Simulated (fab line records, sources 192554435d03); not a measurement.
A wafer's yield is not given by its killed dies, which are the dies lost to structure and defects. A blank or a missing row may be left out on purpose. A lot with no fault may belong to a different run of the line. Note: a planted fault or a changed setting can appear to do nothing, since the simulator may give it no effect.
fab line records + flow n5_finfet
record
- lots=4
- wafers=12
- last_day=16
route steps=1938 shown BEOL_M3@1000 BEOL_M4@1021 PASSIVATION@1936
lots untouched by any fault: they come from a run of this same line in which no faults occurred
start_h: hours from the record's opening day to when the first of the lot's shown wafers began + wait_h: hours from the lot's prior step to this one + " identical to the entry in the row above + L1.1+2: several wafers, shown together as one row + - either no value or no given start + * or withheld: withheld + < > ~ a bound
route shown NAME@n: a module of which the file shows steps, and the number in the route of the first + usual: mean and standard deviation over wafers with no fault + same: alike in all rows + chamber/n: place in a boat + sites: readings site by site + _std_site: standard deviation of those values + _edge_site: the outer-site mean with the inner-site mean subtracted + radius_mm: how far each site lies from the wafer's centre + mask NAME#n: copy n + behind: the most recent tool/chamber to have shaped the wafer + hold: the reason the lot was held/the length of the hold in hours/how it ended + device: names the non-switching transistor (n, p or np) + end of line: the same wafers' tests at the end of the route + a step without rows: its recipe alone + killed: at the first sort, the dies lost to defects and structure; wafer yield is something else + map: a wafer's dies, marking killed ones x, the rest . and places with no die _
set.NAME: setting as actually run; set.NAME@STEP: the setting as run at that earlier step + model.NAME: the simulator's own value behind a step, which no gauge read
lots at some steps of the route; a table a step, a row a wafer
services: a tool's chamber out of use, with start hour (start_h, from the record's first day; less than 0 if before it), hours out, and reason
## steps
# step N5_BEOL_M3_SPUTTER_86
# recipe
- material=Cu
- target_thk_a=45
- temp_c=-20
- chamber_pressure_pa=0.07
- power_w=withheld
- time_s=8.29
# step N5_BEOL_M3_ANNEAL_87
# recipe
- temp_c=400
- time_s=240
- ambient=vacuum
# step N5_BEOL_M3_SPUTTER_88
# recipe
- material=Cu
- target_thk_a=45
- temp_c=-20
- chamber_pressure_pa=0.07
- power_w=withheld
- time_s=8.29
# step N5_BEOL_M3_ANNEAL_89
# recipe
- temp_c=400
- time_s=240
- ambient=vacuum
# step N5_BEOL_M3_SPUTTER_90
# recipe
- material=Cu
- target_thk_a=45
- temp_c=-20
- chamber_pressure_pa=0.07
- power_w=withheld
- time_s=8.29
# step N5_BEOL_M3_ANNEAL_91
# recipe
- temp_c=400
- time_s=240
- ambient=vacuum
# step N5_BEOL_M3_SPUTTER_92
# recipe
- material=Cu
- target_thk_a=45
- temp_c=-20
- chamber_pressure_pa=0.07
- power_w=withheld
- time_s=8.29
# step N5_BEOL_M3_ANNEAL_93
# recipe
- temp_c=400
- time_s=240
- ambient=vacuum
# step N5_BEOL_M3_SPUTTER_94
# recipe
- material=Cu
- target_thk_a=45
- temp_c=-20
- chamber_pressure_pa=0.07
- power_w=withheld
- time_s=8.29
# step N5_BEOL_M3_ANNEAL_95
# recipe
- temp_c=400
- time_s=240
- ambient=vacuum
# step N5_BEOL_M3_SPUTTER_96
# recipe
- material=Cu
- target_thk_a=45
- temp_c=-20
- chamber_pressure_pa=0.07
- power_w=withheld
- time_s=8.29
# step N5_BEOL_M3_ECD_50
# recipe
- material=Cu
- target_thk_a=3000
# step N5_BEOL_M3_ANNEAL_51
# recipe
- temp_c=225
- time_s=90
- ambient=N2
# usual
- anneal_temp_c=224.97/0.19
- anneal_temp_c_max=226.24/0.29
- wafer_temp_C_max=225.61/0.21
| lot.wafer | tool          | chamber | start_h | wait_h | anneal_temp_c | anneal_temp_c_max | wafer_temp_C_max |
|-----------|---------------|---------|---------|--------|---------------|-------------------|------------------|
| L689.1    | rtp_anneal-02 | 0       | 156.64  | 2.8    | 224.80        | 226.01            | 225.87           |
| L689.3    | "             | 0       | "       | "      | 224.61        | 225.82            | 225.76           |
| L689.5    | "             | 0       | "       | "      | 224.58        | 225.54            | 225.69           |
| L700.1    | rtp_anneal-02 | -       | 228.00  | 0.3    | -             | -                 | -                |
| L700.4    | "             | -       | "       | "      | -             | -                 | -                |
| L700.5    | "             | -       | "       | "      | -             | -                 | -                |
| L701.2    | rtp_anneal-02 | -       | 230.31  | 0.2    | -             | -                 | -                |
| L701.4    | "             | -       | "       | "      | -             | -                 | -                |
| L701.5    | "             | -       | "       | "      | -             | -                 | -                |
| L708.2    | rtp_anneal-01 | 0       | 268.82  | 0.1    | 224.96        | 226.07            | 225.83           |
| L708.3    | "             | 0       | "       | "      | 224.95        | 226.11            | 225.45           |
| L708.4    | "             | 0       | "       | "      | 225.17        | 226.52            | 225.70           |
# step N5_BEOL_M3_CMP_52
# recipe
- stop_on=SiOC
- t_overpolish_s=6.8
- down_force_psi=1
- platen_rpm=50
- clearing_platen_down_force_psi=1.5
- clearing_platen_rpm=50
- post_cmp_clean=cu_alkaline
- target_thk_nm=40
- clearing_platen_pad_velocity_m_s=0.99484
- pad_velocity_m_s=0.99484
# usual
- barrier_field_endpoint_s=24.9/0.7
- motor_current_A=5.9/0.6
- overpolish_run_s=6.800/0.0084
- slurry_filter_dp_kPa=13.50/0.13
- time_to_endpoint_s=63/3.1
# same
- t_overpolish_s=6.8
| lot.wafer | tool   | chamber | start_h | wait_h | barrier_field_endpoint_s | motor_current_A | overpolish_run_s | slurry_filter_dp_kPa | time_to_endpoint_s |
|-----------|--------|---------|---------|--------|--------------------------|-----------------|------------------|----------------------|--------------------|
| L689.1    | cmp-01 | 3       | 156.98  | 0.3    | 24.0                     | 5.4             | 6.791            | 13.43                | 64                 |
| L689.3    | "      | 1       | "       | "      | 23.9                     | 5.7             | 6.805            | 13.35                | 61                 |
| L689.5    | "      | 3       | "       | "      | 24.8                     | 5.4             | 6.799            | 13.53                | 63                 |
| L700.1    | cmp-03 | 1       | 228.30  | 0.3    | 28.3                     | 5.3             | 6.786            | 13.56                | 83                 |
| L700.4    | "      | 3       | "       | "      | 29.1                     | 6.7             | 6.807            | 13.59                | 81                 |
| L700.5    | "      | 2       | "       | "      | 29.2                     | 5.8             | 6.781            | 13.60                | 81                 |
| L701.2    | cmp-02 | 3       | 232.09  | 1.7    | 30.6                     | 5.9             | 6.801            | 13.43                | 81                 |
| L701.4    | "      | 2       | "       | "      | 29.5                     | 5.7             | 6.795            | 13.35                | 81                 |
| L701.5    | "      | 0       | "       | "      | 29.2                     | 6.3             | 6.794            | 13.37                | 82                 |
| L708.3    | cmp-01 | 0       | 269.08  | 0.2    | 24.6                     | 5.8             | 6.788            | 13.72                | 64                 |
| L708.2    | "      | 1       | "       | "      | 23.7                     | 5.3             | 6.818            | 13.63                | 61                 |
| L708.4    | "      | 2       | "       | "      | 25.7                     | 5.9             | 6.806            | 13.72                | 66                 |
# step N5_BEOL_M3_PRE_CLEAN_60
# recipe
- gas=NH3/H2
- time_s=15
- temp_c=*
- rf_power_w=300
# step N5_BEOL_M3_CO_CAP_55
# recipe
- material=Co
- target_thk_a=20
- temp_c=200
- precursor=CCTBA/H2
- pressure_torr=30
- time_s=102.1
# step N5_BEOL_M3_PRE_CLEAN_56
# recipe
- gas=NH3
- time_s=15
- temp_c=withheld
- rf_power_w=300
# step N5_BEOL_M3_DEP_57
# recipe
- material=SiCN
- target_thk_a=80
- temp_c=withheld
- precursor=3MS/NH3
- pressure_torr=3
- rf_w=202
- time_s=14
# step N5_BEOL_M4_ILD_DEP_00
# recipe
- material=SiOC
- target_thk_a=790
- temp_c=350
- precursor=DEMS/O2
- pressure_torr=5
- rf_w=500
- time_s=15.3
# step N5_BEOL_M4_PECVD_72
# recipe
- material=SiO2
- target_thk_a=160
- temp_c=400
- precursor=TEOS/O2
- pressure_torr=5.5
- rf_w=450
- teos_flow_sccm=53.8
- gas=O2
- flow_sccm=3000
- time_s=18
# step N5_BEOL_M4_HM_DEP_02
# recipe
- material=TiN
- target_thk_a=200
- temp_c=25
- chamber_pressure_pa=0.49996
# step N5_BEOL_M4_COAT_61
# recipe
- resist=SOC
- temp_c=250
- time_s=60
- spin_rpm=1500
- resist_thk_nm=60
# step N5_BEOL_M4_COAT_62
# recipe
- resist=SiARC
- temp_c=220
- time_s=60
- spin_rpm=1500
- resist_thk_nm=12
# step N5_BEOL_M4_COAT_73
# recipe
- resist=underlayer
- temp_c=205
- time_s=60
- spin_rpm=1500
- resist_thk_nm=5
# step N5_BEOL_M4_COAT_05
# recipe
- resist=CAR-EUV
- spin_rpm=1500
- resist_thk_nm=30
# step N5_BEOL_M4_EBR_07
# recipe
- solvent=PGMEA
- ebr_width_mm=1.5
# step N5_BEOL_M4_SOFTBAKE_06
# recipe
- temp_c=110
- time_s=60
- resist=CAR-EUV
# step N5_BEOL_M4_EXPOSE_08
# recipe
- mask_id=M4
- na=0.33
- source_shape=dipole
- sigma_inner=0.369
- sigma_outer=0.767
- polarization=unpolarized
- dose_mj=41.25
# step N5_BEOL_M4_PEB_09
# recipe
- peb_temp_c=100
- peb_time_s=60
- resist=CAR-EUV
# step N5_BEOL_M4_DEVELOP_10
# recipe
- develop_time_s=30
- developer=TMAH
- resist=CAR-EUV
- rinse_liquid=surfactant_rinse
- dry=air_spin
- dev_temp_c=23
# step N5_BEOL_M4_DESCUM_16
# recipe
- chemistry=O2
- time_s=7
- source_power_w=50
- bias_power_w=20
- pressure_mtorr=20
- rf_frequency_hz=2.712e+07
- temp_c=40
- resist=CAR-EUV
- o2_flow_sccm=225
# step N5_BEOL_M4_ETCH_74
# recipe
- chemistry=N2/H2
- target=underlayer
- target_depth_a=65
- mask_material=CAR-EUV
- time_s=5.2
- ion_energy_ev=200
- pressure_mtorr=30
- source_w=840
- bias_w=150
- n2_flow_sccm=200
- h2_flow_sccm=200
- ends=cleared
# step N5_BEOL_M4_ETCH_63
# recipe
- chemistry=CF4
- target=SiARC
- target_depth_a=156
- mask_material=CAR-EUV
- time_s=26
- ion_energy_ev=80
- pressure_mtorr=40
- source_w=545
- bias_w=36
- Ar_flow_sccm=100
- cf4_flow_sccm=100
- ends=cleared
# step N5_BEOL_M4_ETCH_64
# recipe
- chemistry=N2/H2
- target=SOC
- target_depth_a=750
- overetch_a=225
- mask_material=SiARC
- temp_c=40
- time_s=121.9
- ion_energy_ev=200
- pressure_mtorr=30
- source_w=840
- bias_w=150
- n2_flow_sccm=200
- h2_flow_sccm=200
# step N5_BEOL_M4_STRIP_65
# recipe
- chemistry=N2/H2
- temp_c=40
- n2_flow_sccm=200
- h2_flow_sccm=200
- rf_frequency_hz=6e+07
# step N5_BEOL_M4_RC_MEAS_101
# usual
- COMB_M3=5.8e-11/1.2e-11
- COMB_M3_max_site=8.5e-11/2.3e-11
- DIBL_N=35.7/1.3
- DIBL_P=35.4/1.8
- IOFF_N=0.152/0.027
- IOFF_P=0.20/0.034
- ION_N=672/9.8
- ION_P=461/7.5
- SS_N=71.4/0.55
- SS_P=73.1/0.61
- VT_N=251/3.3
- VT_P=-251/3.6
| lot.wafer | tool      | chamber | start_h | wait_h | COMB_M3[S/m] | COMB_M3_max_site[S/m] | DIBL_N[mV/V] | DIBL_P[mV/V] | IOFF_N[nA/um] | IOFF_P[nA/um] | ION_N[uA/um] | ION_P[uA/um] | SS_N[mV/dec] | SS_P[mV/dec] | VT_N[mV] | VT_P[mV] |
|-----------|-----------|---------|---------|--------|--------------|-----------------------|--------------|--------------|---------------|---------------|--------------|--------------|--------------|--------------|----------|----------|
| L689.1    | prober-01 | 0       | 167.82  | 0.0    | 6.6e-11      | 8.2e-11               | 36.3         | 36.0         | 0.147         | 0.20          | 667          | 467          | 71.1         | 74.3         | 252      | -249     |
| L689.3    | "         | 0       | "       | "      | 4.9e-11      | 8.1e-11               | 36.4         | 34.7         | 0.148         | 0.19          | 672          | 462          | 71.3         | 73.3         | 250      | -249     |
| L689.5    | "         | 0       | "       | "      | 7.4e-11      | 9e-11                 | 35.3         | 34.6         | 0.136         | 0.18          | 673          | 462          | 71.4         | 73.1         | 253      | -251     |
| L700.1    | prober-02 | 0       | 240.00  | 0.0    | 5.7e-11      | ~0.0014286            | 34.9         | 34.6         | 0.135         | 0.17          | 656          | 443          | 72.0         | 73.0         | 252      | -259     |
| L700.4    | "         | 0       | "       | "      | 9e-11        | 1.24e-10              | 37.4         | 36.0         | 0.168         | 0.18          | 670          | 447          | 72.4         | 73.3         | 252      | -255     |
| L700.5    | "         | 0       | "       | "      | 1.03e-10     | ~0.0014286            | 36.3         | 35.1         | 0.160         | 0.17          | 663          | 451          | 71.4         | 73.7         | 251      | -255     |
| L701.2    | prober-02 | 0       | 241.49  | 0.4    | 5.5e-11      | 8e-11                 | 35.9         | 35.9         | 0.141         | 0.19          | 665          | 454          | 71.2         | 73.2         | 253      | -252     |
| L701.4    | "         | 0       | "       | "      | 8.5e-11      | ~0.0014286            | 37.2         | 36.9         | 0.161         | 0.21          | 675          | 454          | 72.1         | 73.0         | 250      | -253     |
| L701.5    | "         | 0       | "       | "      | ~0.0014286   | ~0.0014286            | 34.6         | 33.9         | 0.126         | 0.17          | 658          | 454          | 71.0         | 72.2         | 255      | -256     |
| L708.2    | prober-02 | 0       | 281.75  | 0.8    | 5.7e-11      | 8.9e-11               | 36.6         | 36.9         | 0.156         | 0.19          | 670          | 456          | 71.6         | 73.8         | 249      | -252     |
| L708.3    | "         | 0       | "       | "      | 4.9e-11      | 8.8e-11               | 35.5         | 35.8         | 0.146         | 0.17          | 668          | 451          | 71.1         | 72.8         | 249      | -257     |
| L708.4    | "         | 0       | "       | "      | 5e-11        | 8.2e-11               | 33.7         | 33.4         | 0.118         | 0.14          | 657          | 449          | 71.7         | 72.6         | 251      | -258     |
# sites COMB_M3 radius_mm=0,75,75,75,75,140,140,140,140
L689.1 7.9e-11 8.2e-11 5.1e-11 6e-11 5.2e-11 7e-11 6.6e-11 7.6e-11 6e-11
L701.2 7e-11 5.1e-11 5.5e-11 2.9e-11 7.2e-11 5.4e-11 8e-11 7.1e-11 3.9e-11
L708.2 6.8e-11 5.7e-11 8.9e-11 5.6e-11 5.2e-11 7.8e-11 5.2e-11 4.3e-11 6.3e-11
# step N5_PASSIVATION_PROBE_49
# usual
- defect_limited_yield=91.5/1.3
- killed_at_M0_to_M3=33/11
- killed_at_M4_up=14/5.3
- killed_at_contacts=11/6.3
- killed_at_front_end=38/10
- killed_at_other=3.7/2.8
- killed_dies=101/16
- killed_on_rim=13/3.4
- killed_open=67/12
- killed_short=32/7.4
- sort_bin_5_function=5.0/0.86
- sort_bin_6_memory=3.2/0.69
- sort_n_pass=1079/16
- sort_yield_pct=91.5/1.3
# same
- gross_dies=1180
- killed_at_back_side=0
- sort_bin_4_leakage[%]=0
- sort_bin_8_speed[%]=0
| lot.wafer | tool      | chamber | start_h | wait_h | defect_limited_yield[%] | killed_at_M0_to_M3 | killed_at_M4_up | killed_at_contacts | killed_at_front_end | killed_at_other | killed_dies | killed_on_rim | killed_open | killed_short | sort_bin_5_function[%] | sort_bin_6_memory[%] | sort_n_pass | sort_yield_pct[%] |
|-----------|-----------|---------|---------|--------|-------------------------|--------------------|-----------------|--------------------|---------------------|-----------------|-------------|---------------|-------------|--------------|------------------------|----------------------|-------------|-------------------|
| L689.1    | prober-01 | -       | 281.70  | 0.2    | 90.8                    | 35                 | 10              | 17                 | 44                  | 3               | 109         | 9             | 72          | 34           | 5.9                    | 3.2                  | 1071        | 90.8              |
| L689.3    | prober-01 | -       | 281.80  | 0.3    | 92.5                    | 34                 | 8               | 6                  | 34                  | 7               | 89          | 10            | 66          | 20           | 4.9                    | 2.6                  | 1091        | 92.5              |
| L689.5    | prober-01 | -       | 281.90  | 0.4    | 92.5                    | 34                 | 12              | 8                  | 32                  | 3               | 89          | 8             | 61          | 28           | 5.0                    | 2.5                  | 1091        | 92.5              |
| L700.1    | prober-01 | -       | 347.49  | 0.0    | 79.0                    | 186                | 17              | 12                 | 28                  | 5               | 248         | 10            | 69          | 25           | 4.8                    | 3.3                  | 932         | 79.0              |
| L700.4    | prober-01 | -       | 347.64  | 0.2    | 72.6                    | 246                | 16              | 20                 | 34                  | 7               | 323         | 16            | 77          | 38           | 6.4                    | 3.5                  | 857         | 72.6              |
| L700.5    | prober-01 | -       | 347.69  | 0.2    | 60.1                    | 407                | 17              | 1                  | 42                  | 4               | 471         | 152           | 65          | 21           | 4.7                    | 2.5                  | 709         | 60.1              |
| L701.2    | prober-02 | -       | 350.50  | 0.1    | 91.4                    | 30                 | 12              | 5                  | 50                  | 5               | 102         | 10            | 67          | 35           | 5.3                    | 3.0                  | 1078        | 91.4              |
| L701.4    | prober-02 | -       | 350.60  | 0.2    | 77.9                    | 202                | 17              | 9                  | 32                  | 1               | 261         | 152           | 51          | 40           | 3.9                    | 3.1                  | 919         | 77.9              |
| L701.5    | prober-02 | -       | 350.65  | 0.2    | 47.2                    | 578                | 13              | 5                  | 27                  | 0               | 623         | 10            | 47          | 35           | 4.0                    | 2.6                  | 557         | 47.2              |
| L708.3    | prober-01 | -       | 386.40  | 0.1    | 91.1                    | 31                 | 25              | 18                 | 26                  | 5               | 105         | 12            | 70          | 33           | 4.9                    | 3.8                  | 1075        | 91.1              |
# killed by level:class
L689.1 MOL_CONTACT_COAG:geometric_particle:open=15 FIN_SAQP:geometric_particle:open=14 FIN_SAQP:geometric_particle:short=8 BEOL_M0_SAQP:geometric_particle:open=7 BEOL_M1:geometric_particle:open=5 BEOL_M3:geometric_particle:open=5 BEOL_M3:geometric_particle:short=5 DUMMY_GATE:geometric_particle:open=4
L689.3 BEOL_M1:geometric_particle:open=8 BEOL_M0_SAQP:geometric_particle:open=8 GATE_CUT:geometric_particle:open=7 BEOL_M3:geometric_particle:open=7 MOL_CONTACT_COAG:geometric_particle:open=6 FIN_SAQP:geometric_particle:open=5 STI_FIN_REVEAL:geometric_particle:open=5 GATE_CUT:geometric_particle:short=5
L689.5 BEOL_M0_SAQP:geometric_particle:open=10 STI_FIN_REVEAL:geometric_particle:open=7 BEOL_M4:geometric_particle:open=7 FIN_SAQP:geometric_particle:short=6 MOL_CONTACT_COAG:geometric_particle:open=6 BEOL_M3:geometric_particle:open=6 FIN_SAQP:geometric_particle:open=4 GATE_CUT:geometric_particle:short=4
L700.1 BEOL_M3:area_cmp=151 MOL_CONTACT_COAG:geometric_particle:open=10 STI_FIN_REVEAL:geometric_particle:open=9 BEOL_M2:geometric_particle:open=8 BEOL_M4:geometric_particle:open=8 BEOL_M0_SAQP:geometric_particle:short=7 BEOL_M0_SAQP:geometric_particle:open=7 FIN_SAQP:geometric_particle:short=4
L700.4 BEOL_M3:area_cmp=202 MOL_CONTACT_COAG:geometric_particle:open=14 BEOL_M1:geometric_particle:open=10 STI_FIN_REVEAL:geometric_particle:open=8 BEOL_M4:geometric_particle:open=8 MOL_CONTACT_COAG:geometric_particle:short=6 BEOL_M0_SAQP:geometric_particle:short=6 BEOL_M2:geometric_particle:open=6
L700.5 BEOL_M3:area_cmp=382 STI_FIN_REVEAL:geometric_particle:open=16 BEOL_M1:geometric_particle:open=9 BEOL_M4:geometric_particle:open=8 FIN_SAQP:geometric_particle:short=6 DUMMY_GATE:geometric_particle:open=6 BEOL_M3:geometric_particle:open=5 FIN_SAQP:geometric_particle:open=3
L701.2 FIN_SAQP:geometric_particle:open=11 DUMMY_GATE:geometric_particle:open=10 BEOL_M1:geometric_particle:open=10 FIN_SAQP:geometric_particle:short=8 BEOL_M0_SAQP:geometric_particle:open=8 BEOL_M4:geometric_particle:open=7 STI_FIN_REVEAL:geometric_particle:open=6 BEOL_M0_SAQP:geometric_particle:short=6
L701.4 BEOL_M3:area_cmp=170 FIN_SAQP:geometric_particle:short=15 BEOL_M0_SAQP:geometric_particle:short=10 BEOL_M0_SAQP:geometric_particle:open=9 FIN_SAQP:geometric_particle:open=7 MOL_CONTACT_COAG:geometric_particle:open=7 BEOL_M4:geometric_particle:open=6 BEOL_M3:geometric_particle:open=4
L701.5 BEOL_M3:area_cmp=541 BEOL_M0_SAQP:geometric_particle:short=10 BEOL_M1:geometric_particle:open=9 DUMMY_GATE:geometric_particle:open=6 BEOL_M3:geometric_particle:short=5 BEOL_M3:geometric_particle:open=5 FIN_SAQP:geometric_particle:open=4 FIN_SAQP:geometric_particle:short=4
L708.3 BEOL_M4:geometric_particle:open=13 MOL_CONTACT_COAG:geometric_particle:open=13 STARTING-WAFER:geometric_particle:open=7 MOL_CONTACT_COAG:geometric_particle:short=5 BEOL_M2:geometric_particle:open=5 BEOL_M3:geometric_particle:open=5 BEOL_M3:geometric_particle:short=5 BEOL_M5:geometric_particle:open=5
# map L700.5 (x killed, . not)
_________________xxxxxxxxxxxx________________
______________xxxxxxxxxxxxxxxxxx_____________
___________xxxxxxxxxxxxxxxxxxxxxxxx__________
__________xxxxxxxxxx.xx....xxxxxxxxx_________
________xxxxxxxx.......x......xxxxxxxx_______
_______xxxxxxxx.................xxxxxxx______
______xxxxxx......................xxxxxx_____
_____xxxxx......x...................xxxxx____
____xxxxx..........xx................xxxxx___
___xxxxx..x.xx.x..................x...xxxxx__
___xxxxx..............................xxxxx__
__xxxxx................................xxxxx_
__xxxx..x......x............x...........xxxx_
_xxxxx..............x...................xxxxx
_xxxxx..................................xxxxx
_xxxxx..x.x..............x...x...........xxxx
_xxxx.......x...............x..x.........xxxx
_xxxx...........x.....x..................xxxx
_xxxxx.x..................x.............xxxxx
_xxxxx.x..............x.....x...........xxxxx
_xxxxx.x.............x......x........x..xxxxx
__xxxx..................x..........x....xxxx_
__xxxxx.......x........xx..............xxxxx_
___xxxxx.............x.....x..........xxxxx__
___xxxxx..............................xxxxx__
____xxxxx................x.x..x......xxxxx___
_____xxxxx......x...x....x....x.....xxxxx____
______xxxxxx...........x..........xxxxxx_____
_______xxxxxxx.......xx.........xxxxxxx______
________xxxxxxxx..............xxxxxxxx_______
__________xxxxxxxxx........xxxxxxxxx_________
___________xxxxxxxxxxxxxxxxxxxxxxxx__________
______________xxxxxxxxxxxxxxxxxx_____________
_________________xxxxxxxxxxxx________________
# map L701.5 (x killed, . not)
_________________..........x.________________
______________x......x.........._____________
___________................x.......__________
__________........................x._________
________.............................._______
_______...........xxxxxxxxxxx...x......______
______.........xxxxxxxxxxxxxxxx........._____
_____....x....xxxxxxxxxxxxxxxxxxx........____
____......x.xxxxxxxxxxxxxxxxxxxxxx........___
___........xxxxxxxxxxxxxxxxxxxxxxxx......x.__
___...x...xxxxxxxxxxxxxxxxxxxxxxxxxx...x...__
__.....x.xxxxxxxxxxxxxxxxxxxxxxxxxxxx......._
__.......xxxxxxxxxxxxxxxxxxxxxxxxxxxx......._
_.......xxxxxxxxxxxxxxxxxxxxxxxxxxxxxx.......
_.x.....xxxxxxxxxxxxxxxxxxxxxxxxxxxxxx.x.....
_.x.....xxxxxxxxxxxxxxxxxxxxxxxxxxxxxx.x....x
_..x....xxxxxxxxxxxxxxxxxxxxxxxxxxxxxx......x
_.......xxxxxxxxxxxxxxxxxxxxxxxxxxxxxx.......
_....x..xxxxxxxxxxxxxxxxxxxxxxxxxxxxxx.......
_.......xxxxxxxxxxxxxxxxxxxxxxxxxxxxxx.......
_.x.....xxxxxxxxxxxxxxxxxxxxxxxxxxxxxx.......
__....x..xxxxxxxxxxxxxxxxxxxxxxxxxxxx......._
__.......xxxxxxxxxxxxxxxxxxxxxxxxxxxx....x.._
___.......xxxxxxxxxxxxxxxxxxxxxxxxxx.......__
___....x...xxxxxxxxxxxxxxxxxxxxxxxx...xx...__
____..x.x...xxxxxxxxxxxxxxxxxxxxxx........___
_____..x......xxxxxxxxxxxxxxxxxxx........____
______.........xxxxxxxxxxxxxxxx..x......_____
_______...........xxxxxxxxxx..........x______
________.........x...x................_______
__________......x..................._________
___________........................__________
______________..x..............._____________
_________________..x.........________________
## services
| tool          | chamber | start_h | hours | kind                           |
|---------------|---------|---------|-------|--------------------------------|
| rtp_anneal-01 | -       | 133.46  | 101.8 | pm                             |
| cmp-01        | -       | 148.41  | 7.1   | pm                             |
| cmp-03        | -       | 158.01  | 2.5   | repair                         |
| cmp-02        | -       | 163.29  | 4.1   | repair                         |
| cmp-03        | -       | 175.35  | 4.0   | pm                             |
| cmp-03        | -       | 179.35  | -     | consumable_replace:conditioner |
| cmp-03        | -       | 179.35  | -     | consumable_replace:pad         |
| cmp-02        | -       | 198.41  | 1.0   | repair                         |
| cmp-01        | -       | 212.81  | 3.1   | repair                         |
| cmp-01        | -       | 230.95  | 9.8   | pm                             |
| cmp-03        | -       | 244.11  | 0.9   | repair                         |
| cmp-03        | -       | 247.32  | 3.2   | pm                             |
| cmp-02        | -       | 258.91  | 4.0   | pm                             |
| rtp_anneal-02 | -       | 260.73  | 4.3   | pm                             |
| cmp-02        | -       | 262.91  | -     | consumable_replace:conditioner |
| cmp-02        | -       | 262.91  | -     | consumable_replace:pad         |
| cmp-03        | -       | 263.86  | 5.5   | pm                             |
## key
first_sign
- step=N5_BEOL_M3_ANNEAL_51
- reading=tool_record
- direction=missing
effect
- step=N5_BEOL_M3_CMP_52
- reading=barrier_field_endpoint_s
- direction=up
- sigmas=6.4
- usual=24.9
- struck=29.3
effect
- step=N5_BEOL_M4_RC_MEAS_101
- reading=COMB_M3
- direction=up
- sigmas=99+
- usual=5.8e-11
- struck=~0.0002381
- wafers_moved=3
effect
- step=N5_BEOL_M4_RC_MEAS_101
- reading=COMB_M3_max_site
- direction=up
- sigmas=99+
- usual=8.5e-11
- struck=~0.00095238
- wafers_moved=4
effect
- step=N5_PASSIVATION_PROBE_49
- reading=killed_at_M0_to_M3
- direction=up
- sigmas=22
- usual=33
- struck=275
- wafers_moved=5
more_kills_born_at
- N5_BEOL_M3_CMP_52@cmp-03=735
- N5_BEOL_M3_CMP_52@cmp-02=711
met_at N5_BEOL_M3_ANNEAL_51
struck_wafers L700.1,L700.4,L700.5,L701.2,L701.4,L701.5
onset_between 156.64 228.00
fault
- kind=skipped_step_whole
- tool=rtp_anneal-02
- chamber=-
- onset_h=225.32
- steps=N5_BEOL_M3_ANNEAL_51
- scope=struck_lots_only
